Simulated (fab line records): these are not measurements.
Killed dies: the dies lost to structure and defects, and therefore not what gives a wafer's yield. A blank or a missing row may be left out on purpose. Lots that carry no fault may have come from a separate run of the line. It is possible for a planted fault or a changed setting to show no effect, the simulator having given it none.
Which tool was responsible? + flow n5Finfet + at 1 step of a route of 1938, 12 lots with 36 wafers sampled

WHAT EACH GAUGE READ, for each wafer
N5_BEOL_M5_INSPECT_13: inspects for defects (brightfield).
| lot  | measured     | on               | rawDefectCount |
|------|--------------|------------------|----------------|
| L076 | day 8 23:05  | defectInspect-02 | 430 340 459    |
| L075 | day 9 02:43  | defectInspect-01 | 384 369 423    |
| L078 | day 9 11:44  | defectInspect-02 | 676 758 493    |
| L081 | day 10 10:16 | defectInspect-01 | 328 274 339    |
| L083 | day 10 16:43 | defectInspect-01 | 542 448 458    |
| L086 | day 11 19:50 | defectInspect-01 | 277 289 249    |
| L087 | day 11 22:17 | defectInspect-02 | 397 387 522    |
| L090 | day 12 00:58 | defectInspect-01 | 344 350 416    |
| L092 | day 12 12:44 | defectInspect-01 | 620 598 537    |
| L093 | day 13 11:44 | defectInspect-01 | 343 358 437    |
| L094 | day 13 12:20 | defectInspect-01 | 366 420 495    |
| L097 | day 14 22:32 | defectInspect-01 | 384 370 476    |

EACH LOT AND THE TOOL THAT RAN IT (in order: tool; ch and the chambers of the sampled wafers; start)
The record shows no process step preceding these readings.

THE ANSWER, worked out from the rows above alone
Rule: the usual values come from the lots themselves. Put in order of their means at a reading, lots are off if they are a third of the lots or fewer, leave a main group of 4 or more, and stand apart from it by a gap of 3 or more times the standard deviation of the main group's means; of several such gaps the widest counts. If all means in a main group match to the digits the tables above print for the reading, that group is not used. A lot without any number at a reading at which 4 lots or more have one is off too. Where the step has rows for the other lots, those lots are counted as sound.
Across all readings shown, no lot is off: no conclusion can be drawn from this.

WHAT THE SIMULATOR HAD INSERTED
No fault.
